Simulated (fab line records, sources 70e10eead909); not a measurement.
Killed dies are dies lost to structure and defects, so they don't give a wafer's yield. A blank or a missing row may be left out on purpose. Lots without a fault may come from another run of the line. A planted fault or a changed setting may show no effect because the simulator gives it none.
Chamber matching | flow nand_harc | NHARC_A_STAIRCASE_DEP_259 on pecvd-01: 3 sister chambers
The step deposits SiON, target thk 30 nm. 6 wafers are shown with their chamber, then 9 later ones without.

WAFERS WITH THEIR CHAMBER
wafer  | chamber | heater_power_w (W)
L078.2 | 2       | 598
L080.5 | 2       | 619
L080.6 | 0       | 630
L082.1 | 1       | 721
L082.3 | 1       | 745
L082.5 | 0       | 731

WAFERS WITHOUT THEIR CHAMBER
wafer  | heater_power_w (W)
L083.1 | 793
L083.2 | 669
L083.5 | 785
L087.1 | 734
L087.5 | 713
L087.6 | 740
L096.1 | 808
L096.3 | 668
L096.4 | 826

WHICH CHAMBER EACH WENT THROUGH
wafer  | from the rows above          | in truth
L083.1 | can't be placed: 1 or 0      | 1
L083.2 | can't be placed: 0 or 2 or 1 | 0
L083.5 | can't be placed: 1 or 0      | 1
L087.1 | can't be placed: 1 or 0      | 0
L087.5 | can't be placed: 1 or 0 or 2 | 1
L087.6 | can't be placed: 1 or 0      | 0
L096.1 | can't be placed: 1 or 0      | 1
L096.3 | can't be placed: 0 or 2 or 1 | 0
L096.4 | can't be placed: 1 or 0      | 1
Placed correctly: 0 of 9. Can't be placed from these rows: 9 (the true chamber is among the candidates in 9). Placed wrongly: 0.
How it was worked out, from the rows above alone: a wafer's distance from a chamber is the root of the sum, over the readings, of the square of ((its reading less the chamber's mean) divided by the reading's scatter). The wafer belongs to the nearest chamber; if the next one is less than 2 further off, it can't be placed. A chamber's mean is the mean of its shown wafers. The scatter: the root of (the sum of the squares of (reading less its chamber's mean) over the shown wafers, divided by (wafers less chambers)).
